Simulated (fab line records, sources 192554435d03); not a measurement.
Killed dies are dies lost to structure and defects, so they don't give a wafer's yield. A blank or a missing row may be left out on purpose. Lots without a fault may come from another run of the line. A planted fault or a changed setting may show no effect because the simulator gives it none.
Which tool did it? | flow n5_finfet | 10 lots, 29 wafers sampled, at 7 steps of a route of 1938

WHAT THE GAUGES READ, wafer by wafer
N5_BEOL_M4_THK_MEAS_53: measures by xrf. Usual: M4_THK 40.6 nm, standard deviation 2.1.
lot  | measured     | on            | M4_THK (nm)      | flag
L532 | day 8 23:14  | film_metro-01 | 38.5 38.0 40.0   |
L534 | day 9 05:05  | film_metro-02 | 40.1 40.3 43.4   |
L537 | day 9 14:09  | film_metro-02 | 39.8 38.2 38.7   |
L539 | day 11 03:14 | film_metro-01 | 38.3 41.5        |
L540 | day 11 03:47 | film_metro-01 | 39.2 145.4 41.6  | OFF
L541 | day 11 10:56 | film_metro-02 | 147.5 155.2 42.3 | OFF
L543 | day 11 22:44 | film_metro-01 | 144.4 145.1 39.8 | OFF
L553 | day 13 21:16 | film_metro-02 | 39.7 42.6 40.2   |
L552 | day 14 00:20 | film_metro-01 | 40.3 42.2 42.6   |
L551 | day 14 22:27 | film_metro-01 | 43.0 36.9 43.9   |

N5_BEOL_M4_INSPECT_59: inspects for defects (darkfield). Usual: raw_defect_count 64, standard deviation 19.
lot  | measured     | on                | raw_defect_count | flag
L532 | day 8 23:31  | defect_inspect-01 | 43 51 76         |
L534 | day 9 05:25  | defect_inspect-01 | 60 74 70         |
L537 | day 9 14:28  | defect_inspect-01 | 67 29 61         |
L539 | day 11 03:33 | defect_inspect-01 | 153 99           | OFF
L540 | day 11 04:04 | defect_inspect-01 | 68 4935 75       | OFF
L541 | day 11 11:13 | defect_inspect-01 | 4900 4999 57     | OFF
L543 | day 11 23:01 | defect_inspect-01 | 4934 4920 97     | OFF
L553 | day 13 21:33 | defect_inspect-01 | 54 62 47         |
L552 | day 14 00:37 | defect_inspect-02 | 52 30 65         |
L551 | day 14 22:44 | defect_inspect-01 | 54 81 48         |

N5_BEOL_M4_RC_MEAS_101. Usual: DIBL_N 36.7 mV/V, standard deviation 2.6; DIBL_P 36.9 mV/V, standard deviation 2.8; IOFF_N 0.17 nA/um, standard deviation 0.043; IOFF_P 0.22 nA/um, standard deviation 0.05; ION_N 678 uA/um, standard deviation 15; ION_P 465 uA/um, standard deviation 9.2; SS_N 71.6 mV/dec, standard deviation 0.79; SS_P 73.5 mV/dec, standard deviation 0.82; VT_N 250 mV, standard deviation 3.9; VT_P -250 mV, standard deviation 3.7.
lot  | measured     | on        | DIBL_N (mV/V)  | DIBL_P (mV/V)  | IOFF_N (nA/um) | IOFF_P (nA/um) | ION_N (uA/um) | ION_P (uA/um) | SS_N (mV/dec)  | SS_P (mV/dec)  | VT_N (mV)   | VT_P (mV)      | flag
L532 | day 8 23:42  | prober-02 | 36.1 35.9 37.1 | 37.0 36.4 37.0 | 0.16 0.14 0.16 | 0.18 0.17 0.17 | 697 662 690   | 466 446 459   | 71.5 71.6 71.8 | 73.2 73.2 74.1 | 248 254 251 | -254 -255 -257 |
L534 | day 9 05:26  | prober-01 | 35.0 36.3 37.1 | 34.6 36.8 37.3 | 0.14 0.15 0.18 | 0.17 0.19 0.20 | 680 682 694   | 466 467 468   | 70.4 71.4 71.7 | 72.9 72.9 72.9 | 250 250 247 | -253 -254 -253 |
L537 | day 9 14:38  | prober-01 | 36.4 41.1 37.8 | 36.8 42.8 37.5 | 0.16 0.24 0.17 | 0.20 0.29 0.21 | 671 679 667   | 461 458 454   | 71.3 73.3 72.0 | 73.1 75.0 73.9 | 248 247 253 | -251 -247 -251 |
L539 | day 11 03:34 | prober-01 | 35.4 34.8      | 34.6 34.0      | 0.13 0.13      | 0.16 0.15      | 672 676       | 455 458       | 70.6 71.0      | 72.9 72.4      | 254 254     | -257 -257      |
L540 | day 11 04:06 | prober-02 | 34.7 33.6      | 35.9 34.4      | 0.16 0.13      | 0.22 0.19      | 691 671       | 481 462       | 70.7 70.6      | 73.3 72.3      | 249 253     | -248 -251      |
L541 | day 11 11:52 | prober-02 | 40.8           | 41.0           | 0.22           | 0.31           | 681           | 464           | 72.1           | 75.0           | 249         | -243           |
L543 | day 11 23:40 | prober-02 | 34.1           | 35.4           | 0.14           | 0.17           | 674           | 464           | 70.1           | 72.3           | 248         | -256           |
L553 | day 13 21:44 | prober-02 | 36.5 39.4 36.1 | 37.1 40.4 36.5 | 0.14 0.18 0.13 | 0.20 0.25 0.18 | 683 673 667   | 469 464 456   | 71.2 71.8 71.5 | 73.3 74.1 72.9 | 255 252 253 | -253 -251 -253 |
L552 | day 14 00:39 | prober-01 | 31.9 35.5 32.5 | 32.4 36.8 32.3 | 0.11 0.16 0.11 | 0.16 0.20 0.15 | 661 670 652   | 461 451 453   | 70.0 71.8 70.7 | 73.0 73.0 71.9 | 254 248 254 | -252 -249 -255 |
L551 | day 14 22:46 | prober-01 | 36.3 38.8 40.2 | 36.2 39.3 40.5 | 0.13 0.18 0.20 | 0.19 0.23 0.26 | 660 690 685   | 460 476 469   | 71.8 71.4 72.3 | 73.1 73.8 73.9 | 254 248 248 | -255 -250 -250 |

WHICH TOOL RAN EACH LOT (tool, then ch and the chambers of the sampled wafers, then the start)
lot  | N5_BEOL_M4_ANNEAL_82         | N5_BEOL_M4_ANNEAL_91         | N5_BEOL_M4_CMP_52             | N5_BEOL_M4_DEP_57
L532 | pvd_sputter-03, day 8 21:12  | pvd_sputter-03, day 8 21:52  | cmp-04 ch 0,1,2, day 8 22:56  | pecvd-02 ch 0,1, day 8 23:26
L534 | pvd_sputter-01, day 9 03:04  | pvd_sputter-01, day 9 03:43  | cmp-03 ch 0,2,3, day 9 04:50  | pecvd-04 ch 1,2, day 9 05:19
L537 | pvd_sputter-03, day 9 12:07  | pvd_sputter-03, day 9 12:47  | cmp-01 ch 0,2, day 9 13:53    | pecvd-02 ch 1, day 9 14:21
L539 | pvd_sputter-01, day 11 01:12 | pvd_sputter-01, day 11 01:52 | cmp-01 ch 0,2, day 11 02:56   | pecvd-02 ch 1,2, day 11 03:26
L540 | pvd_sputter-02, day 11 01:36 | pvd_sputter-02, day 11 02:16 | cmp-01 ch 1,3, day 11 03:29   | pecvd-03 ch 0,2, day 11 03:59
L541 | pvd_sputter-01, day 11 08:53 | pvd_sputter-01, day 11 09:33 | cmp-01 ch 0,1, day 11 10:38   | pecvd-03 ch 0,2, day 11 11:08
L543 | pvd_sputter-03, day 11 20:43 | pvd_sputter-03, day 11 21:22 | cmp-01 ch 0,1,2, day 11 22:31 | pecvd-03 ch 0,1, day 11 22:56
L553 | pvd_sputter-03, day 13 19:08 | pvd_sputter-03, day 13 19:50 | cmp-03 ch 0,1,3, day 13 21:03 | pecvd-02 ch 0,2, day 13 21:28
L552 | pvd_sputter-02, day 13 22:19 | pvd_sputter-02, day 13 22:58 | cmp-04 ch 2,3, day 14 00:02   | pecvd-04 ch 0,1,2, day 14 00:32
L551 | pvd_sputter-02, day 14 20:18 | pvd_sputter-02, day 14 21:02 | cmp-04 ch 1,2,3, day 14 22:10 | pecvd-03 ch 0,1,2, day 14 22:39
- N5_BEOL_M4_ANNEAL_82: time 240 s.
- N5_BEOL_M4_ANNEAL_91: time 240 s.
- N5_BEOL_M4_CMP_52: polishes, stops on SiOC, t overpolish 6.8 s, target thk 40 nm.
- N5_BEOL_M4_DEP_57: deposits SiCN from 3MS/NH3, target thk 8 nm, time 14 s.

WHAT THE TOOLS THEMSELVES READ (means of the sampled wafers that have a number; where no wafer has one, the mark that the record gives instead)
N5_BEOL_M4_ANNEAL_82. Usual: heater_power_w 828 W, standard deviation 54; susceptor_temp_C 399.96 C, standard deviation 0.23.
lot  | tool           | heater_power_w (W) | susceptor_temp_C (C) | flag
L532 | pvd_sputter-03 | 803                | 400.15               |
L534 | pvd_sputter-01 | 792                | 399.98               |
L537 | pvd_sputter-03 | 814                | 399.87               |
L539 | pvd_sputter-01 | 765                | 399.82               |
L540 | pvd_sputter-02 | 855                | 400.06               |
L541 | pvd_sputter-01 | 841                | 399.90               |
L543 | pvd_sputter-03 | 813                | 400.01               |
L553 | pvd_sputter-03 | 854                | 399.87               |
L552 | pvd_sputter-02 | 839                | 399.98               |
L551 | pvd_sputter-02 | 838                | 400.04               |

N5_BEOL_M4_ANNEAL_91. Usual: heater_power_w 827 W, standard deviation 54; susceptor_temp_C 400.04 C, standard deviation 0.25.
lot  | tool           | heater_power_w (W) | susceptor_temp_C (C) | flag
L532 | pvd_sputter-03 | 832                | 400.01               |
L534 | pvd_sputter-01 | 803                | 399.98               |
L537 | pvd_sputter-03 | 818                | 400.07               |
L539 | pvd_sputter-01 | 767                | 400.32               |
L540 | pvd_sputter-02 | 851                | 400.06               |
L541 | pvd_sputter-01 | 827                | 399.90               |
L543 | pvd_sputter-03 | 803                | 400.02               |
L553 | pvd_sputter-03 | 859                | 400.08               |
L552 | pvd_sputter-02 | 829                | 400.15               |
L551 | pvd_sputter-02 | 820                | 399.93               |

N5_BEOL_M4_CMP_52. Usual: barrier_field_endpoint_s 25.0 s, standard deviation 0.7; motor_current_A 5.9 A, standard deviation 0.49; overpolish_run_s 6.800 s, standard deviation 0.0089; time_to_endpoint_s 64 s, standard deviation 3.5.
lot  | tool   | barrier_field_endpoint_s (s) | motor_current_A (A) | overpolish_run_s (s) | time_to_endpoint_s (s) | flag
L532 | cmp-04 | 24.7                         | 6.0                 | 6.802                | 66                     |
L534 | cmp-03 | 24.7                         | 6.1                 | 6.798                | 62                     |
L537 | cmp-01 | 25.2                         | 5.7                 | 6.795                | 67                     |
L539 | cmp-01 | 24.8                         | 5.5                 | 6.802                | 62                     |
L540 | cmp-01 | 30.6                         | 5.4                 | 4.548                | 68                     | OFF
L541 | cmp-01 | 35.8                         | 5.1                 | 2.293                | 76                     | OFF
L543 | cmp-01 | 35.9                         | 5.5                 | 2.288                | 76                     | OFF
L553 | cmp-03 | 26.0                         | 6.0                 | 6.795                | 67                     |
L552 | cmp-04 | 25.0                         | 6.1                 | 6.802                | 68                     |
L551 | cmp-04 | 25.4                         | 5.9                 | 6.804                | 64                     |

N5_BEOL_M4_DEP_57. Usual: chamber_pressure_Torr 3.000 Torr, standard deviation 0.0055; rf_fwd_power_W 199.6 W, standard deviation 1.1; showerhead_plenum_p_Torr 3.661 Torr, standard deviation 0.01; throttle_valve_pct 9.0 %, standard deviation 0.47.
lot  | tool     | chamber_pressure_Torr (Torr) | rf_fwd_power_W (W) | showerhead_plenum_p_Torr (Torr) | throttle_valve_pct (%) | flag
L532 | pecvd-02 | 2.996                        | 200.9              | 3.657                           | 8.9                    |
L534 | pecvd-04 | 3.003                        | 199.5              | 3.651                           | 8.8                    |
L537 | pecvd-02 | 2.994                        | 201.1              | 3.668                           | 9.0                    |
L539 | pecvd-02 | 3.002                        | 199.8              | 3.679                           | 8.6                    |
L540 | pecvd-03 | 3.001                        | 199.3              | 3.659                           | 9.0                    |
L541 | pecvd-03 | 2.997                        | 199.2              | 3.666                           | 8.9                    |
L543 | pecvd-03 | 2.999                        | 199.4              | 3.650                           | 9.7                    |
L553 | pecvd-02 | 3.003                        | 198.6              | 3.663                           | 8.6                    |
L552 | pecvd-04 | 3.006                        | 198.9              | 3.657                           | 8.8                    |
L551 | pecvd-03 | 3.001                        | 199.1              | 3.657                           | 9.5                    |

THE ANSWER, worked out from the rows above alone
Rule: a lot is off if the mean of its wafers that have a number lies more than 3 standard deviations from the usual mean. A lot without any number at a reading at which 4 lots or more have one is off too. The other lots that the step has rows for count as sound. The gauges are gone through in route order, then the tools' own readings, and for those a lot's mean is taken as printed above. The first step at which some lot is off is used, and at that step the reading that is off furthest; a lot without a number counts as furthest.
Off: L540, L541, L543, at N5_BEOL_M4_THK_MEAS_53 (M4_THK).
A tool fits if, at a process step before that reading, it ran every lot that is off, and no sound lot after the first of them. The gauges at N5_BEOL_M4_THK_MEAS_53 aren't tried: what is off there is off at N5_BEOL_M4_INSPECT_59 too, on other tools, and a gauge's error can't cause that. One fits: cmp-01 at N5_BEOL_M4_CMP_52. Its last sound lot is L539 (day 11 02:56), its first lot that is off L540 (day 11 03:29): a fault that began between those two fits.
The tool's own readings at N5_BEOL_M4_CMP_52 bear it out: on the lots that are off they differ by more than 5 times the standard deviation of the sound lots' means. barrier_field_endpoint_s reads 34.1 s there against 25.1 s on the sound lots; overpolish_run_s reads 3.043 s there against 6.800 s on the sound lots.

WHAT THE SIMULATOR HAD PUT IN
Process parameter drift: cmp-01, from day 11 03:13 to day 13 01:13, at N5_BEOL_M4_CMP_52. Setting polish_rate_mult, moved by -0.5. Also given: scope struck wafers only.
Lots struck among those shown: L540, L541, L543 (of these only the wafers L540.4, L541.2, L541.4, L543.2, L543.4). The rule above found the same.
